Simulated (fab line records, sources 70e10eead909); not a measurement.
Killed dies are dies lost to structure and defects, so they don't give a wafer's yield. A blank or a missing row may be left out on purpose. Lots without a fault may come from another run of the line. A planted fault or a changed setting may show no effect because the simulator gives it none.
fab line records | flow nand_harc
record lots=12 wafers=36 last_day=31
route steps=1302 shown A_M0@1157 A_M1@1174 END@1302
lots that met no fault: from a run of the same line without faults
start_h: hours from the record's first day to the start of the lot's first wafer shown | wait_h: hours since the lot's step before | " the same as in the row above | L1.1+2: a row that stands for several wafers | - no value, or no start given | * or withheld: withheld | < > ~ a bound
route shown NAME@n: a module of which the file shows steps, and the number in the route of the first | usual: mean/standard deviation of fault-free wafers | same: alike in all rows | chamber/n: place in a boat | sites: the reading at each site | _std_site: their standard deviation | _edge_site: outer sites' mean less inner sites' | radius_mm: how far each site lies from the wafer's centre | mask NAME#n: copy n | behind: the tool/chamber that last shaped the wafer | hold: why the lot was held/for how many hours/how that ended | device: the transistor (n, p or np) that didn't switch | end of line: the same wafers' tests at the end of the route | a step without rows: its recipe alone | killed: dies lost to structure and defects at the first sort, not the wafer's yield | map: a wafer's dies, x killed, . not, _ none there
set.NAME: the setting as run; set.NAME@STEP: as run at that earlier step | model.NAME: the simulator's own value behind a step, which no gauge read
steps of the route over a sample of lots; a table a step, a row a wafer
services: from which hour (start_h, from the record's first day; less than 0 if before it) a tool's chamber was out of use, for how many hours, and why
## steps
# step NHARC_A_M0_PRE_CLEAN_29
# recipe time_s=30 temp_c=280 gas=H2/He
# usual heater_power_w=409/30
# columns lot.wafer tool chamber start_h wait_h heater_power_w
L911.4 pvd_sputter-01 - - - 429
L911.1 " - " " 424
L911.5 " - " " 366
L913.1 pvd_sputter-03 - - - 419
L913.4 " - " " 400
L913.6 " - " " 402
L912.3 pvd_sputter-02 - - - 409
L912.1 " - " " 396
L912.5 " - " " 407
L914.2 pvd_sputter-02 - - - 425
L914.1 " - " " 397
L914.5 " - " " 412
L916.1 pvd_sputter-01 - - - 388
L916.3 " - " " 431
L916.6 " - " " 439
L917.3 pvd_sputter-02 - - - 376
L917.4 " - " " 406
L917.2 " - " " 403
L919.4 pvd_sputter-01 - - - 382
L919.3 " - " " 451
L919.5 " - " " 426
L921.1 pvd_sputter-03 - - - 411
L921.5 " - " " 362
L921.6 " - " " 484
L922.1 pvd_sputter-01 - - - 430
L922.4 " - " " 376
L922.6 " - " " 378
L924.4 pvd_sputter-01 - - - 459
L924.1 " - " " 422
L924.5 " - " " 448
L925.3 pvd_sputter-01 - - - 389
L925.1 " - " " 441
L925.4 " - " " 436
L926.3 pvd_sputter-01 - - - 380
L926.4 " - " " 447
L926.2 " - " " 400
# step NHARC_A_M0_PVD_21
# recipe target_thk_a=300 chamber_pressure_pa=5 power_w=5000 substrate_temp_c=30 time_s=20.49 material=Cu
# usual cathode_dc_power_W=5000.0/0.94 throttle_valve_pct=30.1/0.99
# columns lot.wafer tool chamber start_h wait_h cathode_dc_power_W throttle_valve_pct
L911.1 pvd_sputter-01 - - - 5000.9 31.4
L911.4 " - " " 5000.2 28.6
L911.5 " - " " 5000.7 31.2
L913.1 pvd_sputter-03 - - - 5000.1 33.2
L913.4 " - " " 4999.3 30.3
L913.6 " - " " 4999.6 32.9
L912.1 pvd_sputter-02 - - - 4999.5 29.8
L912.3 " - " " 5000.2 29.0
L912.5 " - " " 4999.1 30.0
L914.2 pvd_sputter-02 - - - 5000.4 30.0
L914.1 " - " " 4999.8 28.9
L914.5 " - " " 5000.6 31.1
L916.1 pvd_sputter-01 - - - 5000.4 31.0
L916.3 " - " " 4999.6 29.8
L916.6 " - " " 4999.4 28.8
L917.3 pvd_sputter-02 - - - 4998.0 31.0
L917.4 " - " " 5000.1 29.8
L917.2 " - " " 4999.5 28.9
L919.3 pvd_sputter-01 - - - 5000.3 30.5
L919.4 " - " " 4999.8 31.0
L919.5 " - " " 5000.1 30.4
L921.1 pvd_sputter-03 - - - 5001.3 30.4
L921.5 " - " " 4999.1 29.7
L921.6 " - " " 4999.9 30.3
L922.4 pvd_sputter-01 - - - 5000.8 28.9
L922.1 " - " " 4998.6 30.9
L922.6 " - " " 5000.2 30.7
L924.4 pvd_sputter-01 - - - 4999.9 28.7
L924.1 " - " " 5000.2 30.9
L924.5 " - " " 5002.0 28.8
L925.3 pvd_sputter-01 - - - 4998.7 28.6
L925.1 " - " " 4999.7 30.9
L925.4 " - " " 5001.3 30.5
L926.3 pvd_sputter-01 - - - 4999.2 30.0
L926.2 " - " " 4999.3 30.6
L926.4 " - " " 4999.7 30.7
# step NHARC_A_M0_CMP_23
# recipe t_overpolish_s=20 target_thk_nm=113.75
# usual motor_current_A=12.2/1.1 slurry_flow_ml_min=150.0/0.46 time_to_endpoint_s=29/3.8
# columns lot.wafer tool chamber start_h wait_h motor_current_A slurry_flow_ml_min time_to_endpoint_s
L911.4 cmp-01 2 546.46 - 14.8 149.8 28
L911.1 " 1 " " 12.0 150.0 23
L911.5 " 2 " " 14.1 150.1 25
L913.1 cmp-04 2 574.82 - 11.2 149.7 36
L913.4 " 3 " " 11.2 149.6 30
L913.6 " 3 " " 11.2 149.4 32
L912.1 cmp-01 2 583.77 - 13.5 149.2 28
L912.3 " 0 " " 12.8 149.4 24
L912.5 " 2 " " 14.2 150.0 28
L914.1 cmp-01 3 600.98 - 11.6 149.9 31
L914.2 " 0 " " 12.5 149.7 26
L914.5 " 3 " " 11.6 149.9 31
L916.1 cmp-01 0 603.00 - 12.4 149.7 26
L916.3 " 2 " " 14.5 149.2 26
L916.6 " 0 " " 12.9 151.4 24
L917.2 cmp-02 1 617.86 - 11.1 149.8 36
L917.3 " 2 " " 11.6 150.3 27
L917.4 " 3 " " 10.4 149.5 30
L919.3 cmp-01 3 620.02 - 11.5 149.5 29
L919.4 " 0 " " 12.8 149.1 24
L919.5 " 3 " " 11.8 149.7 28
L921.1 cmp-02 1 644.42 - 11.5 149.8 37
L921.6 " 1 " " 11.8 150.7 37
L921.5 " 2 " " 11.3 150.4 28
L922.1 cmp-01 0 660.63 - 12.6 149.9 28
L922.4 " 1 " " 12.8 149.8 25
L922.6 " 3 " " 11.8 150.0 32
L924.1 cmp-04 0 680.84 - 11.7 150.3 29
L924.4 " 2 " " 10.8 149.7 34
L924.5 " 3 " " 11.6 149.6 33
L925.3 cmp-02 0 698.11 - 12.7 150.7 30
L925.4 " 1 " " 11.4 149.6 37
L925.1 " 2 " " 11.1 150.1 30
L926.2 cmp-01 1 708.96 - 12.6 150.8 22
L926.4 " 2 " " 13.8 150.4 28
L926.3 " 3 " " 12.0 150.0 33
# step NHARC_A_M1_SOFTBAKE_04
# recipe temp_c=105 time_s=55
# usual heater_power_total_W=188.45/0.14 plate_temp_C=105.01/0.13
# columns lot.wafer tool chamber start_h wait_h heater_power_total_W plate_temp_C
L911.1 litho_track-06 0 548 - 188.31 104.96
L911.4 " 0 " " 188.54 105.03
L911.5 " 0 " " 188.29 104.85
L913.1 litho_track-01 0 576 - 188.66 105.07
L913.4 " 0 " " 188.69 104.99
L913.6 " 0 " " 188.54 105.01
L912.1 litho_track-01 0 585 - 188.60 104.92
L912.3 " 0 " " 188.42 104.80
L912.5 " 0 " " 188.47 104.83
L914.1 litho_track-01 0 602 - 188.79 105.14
L914.2 " 0 " " 188.51 105.00
L914.5 " 0 " " 188.41 104.91
L916.1 litho_track-01 0 604 - 188.60 104.83
L916.3 " 0 " " 188.49 104.84
L916.6 " 0 " " 188.73 104.89
L917.2 litho_track-04 0 619 - 188.45 105.19
L917.3 " 0 " " 188.60 105.12
L917.4 " 0 " " 188.34 105.01
L919.3 litho_track-01 0 621 - 188.27 105.02
L919.4 " 0 " " 188.31 104.94
L919.5 " 0 " " 188.34 105.34
L921.1 litho_track-06 0 645 - 188.41 105.00
L921.5 " 0 " " 188.32 105.02
L921.6 " 0 " " 188.76 105.19
L922.1 litho_track-06 0 662 - 188.44 104.77
L922.4 " 0 " " 188.41 104.88
L922.6 " 0 " " 188.31 104.99
L924.1 litho_track-06 0 682 - 188.30 105.22
L924.4 " 0 " " 188.73 105.14
L924.5 " 0 " " 188.31 105.04
L925.1 litho_track-04 0 699 - 188.49 105.20
L925.3 " 0 " " 188.30 104.92
L925.4 " 0 " " 188.41 105.15
L926.2 litho_track-04 0 710 - 188.36 104.86
L926.3 " 0 " " 206.47 -
L926.4 " 0 " " 188.40 104.70
# step NHARC_END_SORT_01
# recipe temp_c=25
# usual defect_limited_yield=92.4/2.2 killed_at_array=46/15 killed_at_other=1.0/1.3 killed_at_periphery=4/3 killed_dies=51/15 killed_open=3.2/1.8 killed_short=2.5/1.5 sort_bin_2_pct=2.7/1.1 sort_bin_3_pct=0.6/0.34 sort_bin_4_pct=4.3/1.3 sort_n_pass=626/15 sort_rim_yield_pct=89/4.4 sort_yield_pct=92.4/2.2
# same gross_dies=677 sort_bin_5_pct[%]=0 sort_bin_6_pct[%]=0 sort_bin_7_pct[%]=0 sort_bin_8_pct[%]=0 sort_rim_n_gross=106.00
# columns lot.wafer tool chamber start_h wait_h defect_limited_yield[%] killed_at_array killed_at_other killed_at_periphery killed_dies killed_open killed_short sort_bin_2_pct[%] sort_bin_3_pct[%] sort_bin_4_pct[%] sort_n_pass sort_rim_yield_pct[%] sort_yield_pct[%]
L911.1 prober-01 0 608.75 2.5 93.4 40 0 5 45 2 4 1.8 0.3 4.6 632 88 93.4
L911.4 prober-01 0 611.14 3.4 93.2 35 0 11 46 4 4 3.2 0.3 3.2 631 86 93.2
L911.5 prober-01 0 611.93 3.7 93.9 37 1 3 41 0 1 2.7 0.4 3.0 636 88 93.9
L913.1 prober-02 0 620.10 2.5 93.8 40 0 2 42 5 1 2.2 1.2 2.8 635 90 93.8
L913.4 prober-02 0 622.49 3.4 92.2 50 1 2 53 2 7 1.6 0.7 5.5 624 93 92.2
L913.6 prober-02 0 624.08 4.0 94.4 35 0 3 38 3 1 1.8 0.3 3.5 639 89 94.4
L912.1 prober-01 0 624.36 2.5 90.4 61 0 4 65 3 1 3.5 0.9 5.2 612 90 90.4
L912.3 prober-01 0 625.95 3.1 93.5 40 1 3 44 3 2 1.8 0.3 4.4 633 86 93.5
L912.5 prober-01 0 627.54 3.7 92.5 47 2 2 51 3 2 2.8 1.0 3.7 626 80 92.5
L916.1 prober-01 0 638.31 2.5 92.6 47 2 1 50 2 3 2.8 0.3 4.3 627 96 92.6
L916.3 prober-01 0 639.93 3.1 93.6 43 0 0 43 2 3 1.6 0.4 4.3 634 85 93.6
L916.6 prober-01 0 642.36 4.1 92.5 47 2 2 51 6 2 3.0 0.3 4.3 626 89 92.5
L914.1 prober-02 0 638.34 2.5 92.9 46 0 2 48 6 0 1.9 0.9 4.3 629 89 92.9
L914.2 prober-02 0 639.14 2.8 93.2 44 0 2 46 4 1 2.1 0.7 4.0 631 88 93.2
L914.5 prober-02 0 641.51 3.7 93.5 44 0 0 44 3 2 2.8 0.6 3.1 633 87 93.5
L917.2 prober-01 0 655.54 2.8 85.8 85 1 10 96 3 4 5.5 1.6 7.1 581 87 85.8
L917.3 prober-01 0 656.35 3.1 90.5 57 1 6 64 3 4 3.4 0.6 5.5 613 85 90.5
L917.4 prober-01 0 657.15 3.4 88.3 73 3 3 79 2 1 4.9 0.9 5.9 598 92 88.3
L919.3 prober-02 0 664.08 3.0 94.8 33 0 2 35 6 5 0.9 0.1 4.1 642 92 94.8
L919.4 prober-02 0 664.86 3.3 93.6 36 0 7 43 2 3 2.1 0.1 4.1 634 89 93.6
L919.5 prober-02 0 665.64 3.6 96.5 19 0 5 24 3 2 1.2 0.3 2.1 653 92 96.5
L921.1 prober-01 0 684.27 2.6 93.4 39 1 5 45 3 3 2.7 0.4 3.5 632 89 93.4
L921.5 prober-01 0 687.50 3.7 92.6 43 0 7 50 1 2 1.8 0.1 5.5 627 90 92.6
L921.6 prober-01 0 688.31 4.0 93.9 40 0 1 41 3 3 1.9 0.9 3.2 636 90 93.9
L922.1 prober-02 0 698.87 2.5 88.2 72 1 7 80 3 1 4.1 0.7 6.9 597 90 88.2
L922.4 prober-02 0 701.25 3.4 89.7 64 3 3 70 6 5 3.4 0.7 6.2 607 78 89.7
L922.6 prober-02 0 702.84 4.0 88.3 75 2 2 79 2 1 5.9 0.9 4.9 598 85 88.3
L924.1 prober-02 0 718.81 2.5 93.5 34 0 10 44 4 3 1.8 0.6 4.1 633 93 93.5
L924.4 prober-02 0 721.20 3.4 94.8 33 0 2 35 1 2 1.2 0.3 3.7 642 95 94.8
L924.5 prober-02 0 722.00 3.7 94.8 28 0 7 35 2 1 1.6 0 3.5 642 99 94.8
L925.1 prober-01 0 739.83 2.5 88.5 76 0 2 78 1 5 6.4 0.3 4.9 599 89 88.5
L925.3 prober-01 0 741.42 3.1 87.3 79 4 3 86 7 3 2.8 1.3 8.6 591 90 87.3
L925.4 prober-01 0 742.21 3.4 89.8 64 1 4 69 5 2 3.8 1.6 4.7 608 79 89.8
L926.2 prober-01 0 748.37 2.8 91.9 47 6 2 55 3 4 3.1 0.6 4.4 622 88 91.9
L926.3 prober-01 0 749.16 3.1 90.7 48 5 10 63 2 0 3.1 0.6 5.6 614 86 90.7
L926.4 prober-01 0 749.96 3.4 92.9 42 2 4 48 4 3 2.2 0.4 4.4 629 92 92.9
# killed by level:class
L911.1 A_CHANNEL_HOLE_D1:chamber_film_flake=18 A_CHANNEL_HOLE_D2:chamber_film_flake=12 P_M1:chamber_film_flake=4 A_STAIRCASE:chamber_film_flake=2 A_CONTACT:chamber_film_flake=2 P_GATE:geometric_particle:short=1 A_SOURCE_PLATE:geometric_particle:open=1 A_ONON_D1:geometric_particle:short=1
L911.4 A_CHANNEL_HOLE_D1:chamber_film_flake=15 A_CHANNEL_HOLE_D2:chamber_film_flake=7 P_GATE:chamber_film_flake=6 A_CONTACT:chamber_film_flake=3 P_M1:chamber_film_flake=2 A_STAIRCASE:chamber_film_flake=2 P_GATE:geometric_particle:short=1 P_M0:geometric_particle:open=1
L911.5 A_CHANNEL_HOLE_D1:chamber_film_flake=19 A_CHANNEL_HOLE_D2:chamber_film_flake=9 A_CONTACT:chamber_film_flake=5 A_CHANNEL_FILL_D2:geometric_particle:short=1 P_STI:chamber_film_flake=1 P_GATE:chamber_film_flake=1 P_M1:chamber_film_flake=1 A_CHANNEL_FILL_D2:chamber_film_flake=1
L913.1 A_CHANNEL_HOLE_D1:chamber_film_flake=18 A_CHANNEL_HOLE_D2:chamber_film_flake=13 P_GATE:geometric_particle:open=2 A_M0:geometric_particle:open=2 A_CONTACT:chamber_film_flake=2 A_DECK1_JOINT:geometric_particle:short=1 A_BLC:geometric_particle:open=1 A_SGD_CUT:chamber_film_flake=1
L913.4 A_CHANNEL_HOLE_D1:chamber_film_flake=32 A_CHANNEL_HOLE_D2:chamber_film_flake=5 A_ONON_D2:geometric_particle:short=2 A_WL_FILL:geometric_particle:short=2 A_CHANNEL_FILL_D2:chamber_film_flake=2 A_CONTACT:chamber_film_flake=2 A_BONDPAD:chamber_film_flake=2 P_M0:geometric_particle:short=1
L913.6 A_CHANNEL_HOLE_D1:chamber_film_flake=17 A_CHANNEL_HOLE_D2:chamber_film_flake=7 A_CONTACT:chamber_film_flake=3 P_CONTACT:geometric_particle:open=1 P_M0:geometric_particle:open=1 A_SGD_CUT:geometric_particle:open=1 A_WL_FILL:geometric_particle:short=1 P_GATE:chamber_film_flake=1
L912.1 A_CHANNEL_HOLE_D2:chamber_film_flake=37 A_SLIT:chamber_film_flake=15 A_CONTACT:chamber_film_flake=4 P_GATE:geometric_particle:open=1 P_CONTACT:geometric_particle:short=1 A_CHANNEL_FILL_D1:geometric_particle:open=1 A_M0:geometric_particle:open=1 P_ZERO_WELL:chamber_film_flake=1
L912.3 A_CHANNEL_HOLE_D2:chamber_film_flake=17 A_SLIT:chamber_film_flake=15 A_WL_FILL:chamber_film_flake=2 P_CONTACT:geometric_particle:open=1 P_M0:geometric_particle:open=1 A_CHANNEL_FILL_D1:geometric_particle:short=1 A_ONON_D2:geometric_particle:open=1 A_M0:geometric_particle:short=1
L912.5 A_SLIT:chamber_film_flake=20 A_CHANNEL_HOLE_D2:chamber_film_flake=16 THIN_TSV:chamber_film_flake=2 P_M0:geometric_particle:short=1 A_ONON_D2:geometric_particle:open=1 A_ONON_D2:geometric_particle:short=1 A_CHANNEL_FILL_D2:geometric_particle:open=1 A_M0:geometric_particle:open=1
L916.1 A_CHANNEL_HOLE_D2:chamber_film_flake=29 A_CHANNEL_HOLE_D1:chamber_film_flake=6 A_SGD_CUT:chamber_film_flake=2 A_WL_FILL:chamber_film_flake=2 A_CONTACT:chamber_film_flake=2 THIN_TSV:chamber_film_flake=2 P_CONTACT:geometric_particle:short=1 A_SOURCE_PLATE:geometric_particle:open=1
L914.1 A_SLIT:chamber_film_flake=19 A_CHANNEL_HOLE_D2:chamber_film_flake=9 A_CONTACT:chamber_film_flake=6 A_CHANNEL_HOLE_D1:chamber_film_flake=2 A_CHANNEL_FILL_D2:chamber_film_flake=2 P_M1:geometric_particle:open=1 A_CHANNEL_HOLE_D1:geometric_particle:open=1 A_CHANNEL_FILL_D1:geometric_particle:open=1
L914.2 A_SLIT:chamber_film_flake=20 A_CHANNEL_HOLE_D2:chamber_film_flake=9 A_CONTACT:chamber_film_flake=5 A_DECK1_JOINT:geometric_particle:open=2 A_CHANNEL_HOLE_D1:chamber_film_flake=2 A_CHANNEL_FILL_D1:chamber_film_flake=2 A_CHANNEL_FILL_D2:chamber_film_flake=2 P_M0:geometric_particle:open=1
L916.3 A_CHANNEL_HOLE_D2:chamber_film_flake=15 A_CHANNEL_HOLE_D1:chamber_film_flake=4 A_CHANNEL_FILL_D1:chamber_film_flake=4 A_ZERO_WELL:chamber_film_flake=3 A_SGD_CUT:chamber_film_flake=3 A_WL_FILL:chamber_film_flake=3 A_CONTACT:chamber_film_flake=3 A_DECK1_JOINT:chamber_film_flake=2
L914.5 A_SLIT:chamber_film_flake=19 A_CHANNEL_HOLE_D2:chamber_film_flake=8 A_CHANNEL_HOLE_D1:chamber_film_flake=4 A_CONTACT:chamber_film_flake=4 A_M0:geometric_particle:open=2 A_CHANNEL_FILL_D2:chamber_film_flake=2 A_CHANNEL_FILL_D1:geometric_particle:short=1 A_CHANNEL_HOLE_D2:geometric_particle:short=1
L916.6 A_CHANNEL_HOLE_D2:chamber_film_flake=20 A_SGD_CUT:chamber_film_flake=6 A_CONTACT:chamber_film_flake=4 A_ZERO_WELL:chamber_film_flake=3 A_CHANNEL_HOLE_D1:chamber_film_flake=3 A_CHANNEL_FILL_D1:chamber_film_flake=2 P_CONTACT:geometric_particle:open=1 A_CHANNEL_FILL_D1:geometric_particle:short=1
L917.2 A_CHANNEL_HOLE_D1:chamber_film_flake=32 A_SLIT:chamber_film_flake=21 A_CHANNEL_HOLE_D2:chamber_film_flake=8 A_CONTACT:chamber_film_flake=7 A_WL_FILL:chamber_film_flake=4 P_STI:chamber_film_flake=3 P_GATE:chamber_film_flake=3 A_STAIRCASE:chamber_film_flake=3
L917.3 A_SLIT:chamber_film_flake=21 A_CHANNEL_HOLE_D1:chamber_film_flake=15 A_CONTACT:chamber_film_flake=6 A_CHANNEL_HOLE_D2:chamber_film_flake=5 P_ZERO_WELL:chamber_film_flake=3 P_M1:geometric_particle:open=2 A_WL_FILL:chamber_film_flake=2 A_CHANNEL_HOLE_D1:geometric_particle:open=1
L917.4 A_CHANNEL_HOLE_D1:chamber_film_flake=37 A_SLIT:chamber_film_flake=18 A_CHANNEL_HOLE_D2:chamber_film_flake=7 A_CONTACT:chamber_film_flake=3 THIN_TSV:chamber_film_flake=3 P_GATE:chamber_film_flake=2 A_WL_FILL:chamber_film_flake=2 A_CHANNEL_FILL_D1:geometric_particle:short=1
L919.3 A_CHANNEL_HOLE_D2:chamber_film_flake=11 A_CHANNEL_HOLE_D1:chamber_film_flake=5 A_SLIT:chamber_film_flake=5 A_BLC:geometric_particle:open=3 P_M0:geometric_particle:short=1 A_ONON_D1:geometric_particle:open=1 A_CHANNEL_HOLE_D1:geometric_particle:short=1 A_DECK1_JOINT:geometric_particle:short=1
L919.4 A_CHANNEL_HOLE_D2:chamber_film_flake=13 P_GATE:chamber_film_flake=5 A_SLIT:chamber_film_flake=5 A_CHANNEL_HOLE_D1:chamber_film_flake=4 A_STAIRCASE:chamber_film_flake=4 A_ZERO_WELL:chamber_film_flake=2 A_CONTACT:chamber_film_flake=2 P_M1:geometric_particle:short=1
L919.5 A_CHANNEL_HOLE_D2:chamber_film_flake=11 A_CHANNEL_HOLE_D1:chamber_film_flake=5 A_ONON_D2:geometric_particle:open=2 P_GATE:chamber_film_flake=2 P_CONTACT:geometric_particle:open=1 P_CONTACT:geometric_particle:short=1 P_M0:geometric_particle:short=1 A_CONTACT:chamber_film_flake=1
L921.1 A_SLIT:chamber_film_flake=15 A_CONTACT:chamber_film_flake=11 A_CHANNEL_HOLE_D1:chamber_film_flake=4 A_CHANNEL_FILL_D2:chamber_film_flake=3 P_ZERO_WELL:chamber_film_flake=2 P_CONTACT:geometric_particle:short=1 P_M0:geometric_particle:open=1 A_CHANNEL_HOLE_D2:geometric_particle:short=1
L921.5 A_SLIT:chamber_film_flake=21 A_CONTACT:chamber_film_flake=8 A_CHANNEL_HOLE_D1:chamber_film_flake=5 P_BONDPAD:chamber_film_flake=4 P_ZERO_WELL:chamber_film_flake=2 A_CHANNEL_FILL_D2:chamber_film_flake=2 A_STAIRCASE:chamber_film_flake=2 A_WL_FILL:chamber_film_flake=2
L921.6 A_SLIT:chamber_film_flake=20 A_CONTACT:chamber_film_flake=9 A_CHANNEL_HOLE_D1:chamber_film_flake=2 A_STAIRCASE:chamber_film_flake=2 A_WL_FILL:chamber_film_flake=2 P_M2:geometric_particle:short=1 A_CHANNEL_FILL_D1:geometric_particle:open=1 A_CHANNEL_HOLE_D2:geometric_particle:short=1
L922.1 A_CHANNEL_HOLE_D1:chamber_film_flake=33 A_SLIT:chamber_film_flake=24 P_BONDPAD:chamber_film_flake=4 A_STAIRCASE:chamber_film_flake=3 A_CONTACT:chamber_film_flake=3 A_DECK1_JOINT:chamber_film_flake=2 A_CHANNEL_HOLE_D2:chamber_film_flake=2 A_M0:chamber_film_flake=2
L922.4 A_SLIT:chamber_film_flake=22 A_CHANNEL_HOLE_D1:chamber_film_flake=19 A_CHANNEL_HOLE_D2:chamber_film_flake=6 A_M0:chamber_film_flake=4 P_BONDPAD:chamber_film_flake=2 A_CONTACT:chamber_film_flake=2 A_ONON_D1:geometric_particle:short=1 A_CHANNEL_FILL_D1:geometric_particle:short=1
L922.6 A_CHANNEL_HOLE_D1:chamber_film_flake=39 A_SLIT:chamber_film_flake=21 A_CONTACT:chamber_film_flake=4 A_CHANNEL_HOLE_D2:chamber_film_flake=3 A_M0:chamber_film_flake=3 P_BONDPAD:chamber_film_flake=2 A_CHANNEL_FILL_D2:chamber_film_flake=2 THIN_TSV:chamber_film_flake=2
L924.1 A_SLIT:chamber_film_flake=8 P_M2:chamber_film_flake=8 A_CHANNEL_HOLE_D1:chamber_film_flake=8 A_CONTACT:chamber_film_flake=4 A_WL_FILL:chamber_film_flake=3 A_BLC:chamber_film_flake=3 P_CONTACT:chamber_film_flake=2 A_ONON_D1:geometric_particle:short=1
L924.4 A_CHANNEL_HOLE_D1:chamber_film_flake=11 A_SLIT:chamber_film_flake=6 A_DECK1_JOINT:chamber_film_flake=4 A_CONTACT:chamber_film_flake=4 P_CONTACT:chamber_film_flake=2 A_BLC:chamber_film_flake=2 A_CHANNEL_FILL_D2:geometric_particle:short=1 A_CONTACT:geometric_particle:short=1
L924.5 A_CHANNEL_HOLE_D1:chamber_film_flake=6 A_CONTACT:chamber_film_flake=6 A_SLIT:chamber_film_flake=4 A_STAIRCASE:chamber_film_flake=3 A_BLC:chamber_film_flake=3 P_STI:chamber_film_flake=2 P_CONTACT:chamber_film_flake=2 P_M2:chamber_film_flake=2
L925.1 A_CHANNEL_HOLE_D1:chamber_film_flake=27 A_SLIT:chamber_film_flake=20 A_CHANNEL_HOLE_D2:chamber_film_flake=13 A_CONTACT:chamber_film_flake=8 A_STAIRCASE:chamber_film_flake=3 P_M0:geometric_particle:short=2 A_ONON_D1:geometric_particle:short=2 A_CHANNEL_FILL_D1:geometric_particle:short=1
L925.3 A_CHANNEL_HOLE_D1:chamber_film_flake=31 A_SLIT:chamber_film_flake=25 A_CHANNEL_HOLE_D2:chamber_film_flake=8 A_STAIRCASE:chamber_film_flake=4 A_CHANNEL_HOLE_D1:geometric_particle:open=3 A_CHANNEL_HOLE_D1:geometric_particle:short=2 A_CHANNEL_FILL_D2:chamber_film_flake=2 A_CONTACT:chamber_film_flake=2
L925.4 A_CHANNEL_HOLE_D1:chamber_film_flake=18 A_CHANNEL_HOLE_D2:chamber_film_flake=17 A_SLIT:chamber_film_flake=15 A_CONTACT:chamber_film_flake=5 A_WL_FILL:chamber_film_flake=2 P_CONTACT:geometric_particle:open=1 A_SOURCE_PLATE:geometric_particle:short=1 A_SOURCE_PLATE:geometric_particle:open=1
L926.2 A_SLIT:chamber_film_flake=25 THIN_TSV:chamber_film_flake=6 A_CONTACT:chamber_film_flake=5 A_CHANNEL_HOLE_D1:chamber_film_flake=4 A_ONON_D2:geometric_particle:short=3 A_ZERO_WELL:chamber_film_flake=2 A_DECK1_JOINT:chamber_film_flake=2 A_STAIRCASE:chamber_film_flake=2
L926.3 A_SLIT:chamber_film_flake=20 A_STAIRCASE:chamber_film_flake=11 A_CHANNEL_HOLE_D1:chamber_film_flake=8 A_CONTACT:chamber_film_flake=5 P_GATE:chamber_film_flake=5 P_M2:chamber_film_flake=3 THIN_TSV:chamber_film_flake=3 HYBRID_BOND:chamber_film_flake=2
L926.4 A_SLIT:chamber_film_flake=18 A_CHANNEL_HOLE_D1:chamber_film_flake=6 A_CONTACT:chamber_film_flake=6 A_STAIRCASE:chamber_film_flake=5 A_DECK1_JOINT:chamber_film_flake=2 THIN_TSV:chamber_film_flake=2 P_GATE:geometric_particle:short=1 P_CONTACT:geometric_particle:open=1
## services
# columns tool chamber start_h hours kind
pvd_sputter-03 - 526.00 10.0 pm
cmp-02 - 526.64 4.0 pm
litho_track-06 - 529.00 7.0 pm
cmp-04 - 552.14 1.0 repair
litho_track-04 - 553.00 7.0 pm
cmp-02 - 567.11 0.3 repair
pvd_sputter-01 - 573.23 5.5 repair
cmp-01 - 577.52 4.0 pm
cmp-02 - 578.67 12.9 repair
pvd_sputter-01 - 582.00 10.0 pm
cmp-01 - 593.63 1.6 repair
cmp-04 - 594.15 0.4 repair
pvd_sputter-03 - 594.18 1.0 repair
cmp-02 - 600.59 0.5 repair
cmp-02 - 618.38 1.0 repair
cmp-02 - 624.64 4.0 pm
pvd_sputter-02 - 642.92 10.0 pm
cmp-02 - 643.39 0.7 repair
cmp-02 - 650.05 0.4 repair
pvd_sputter-03 - 662.63 1.1 repair
cmp-01 - 675.52 4.0 pm
litho_track-01 - 680.00 7.0 pm
litho_track-06 - 704.00 7.0 pm
pvd_sputter-03 - 704.00 10.0 pm
## key
first_sign step=NHARC_A_M1_SOFTBAKE_04 reading=heater_power_total_W direction=up sigmas=99+ usual=* struck=*
effect none on later readings
met_at NHARC_A_M1_SOFTBAKE_04
struck_lots L926
struck_wafers L926.3
not_acting_at NHARC_A_M0_PRE_CLEAN_29,NHARC_A_M0_PVD_21,NHARC_A_M0_CMP_23
onset_between 699 710
fault kind=process_parameter_drift tool=litho_track-04 chamber=- onset_h=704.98 steps=NHARC_A_M1_SOFTBAKE_04 channel=time_s offset=* shape=step end_h=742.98 scope=struck_wafers_only acts_in=* stated=*
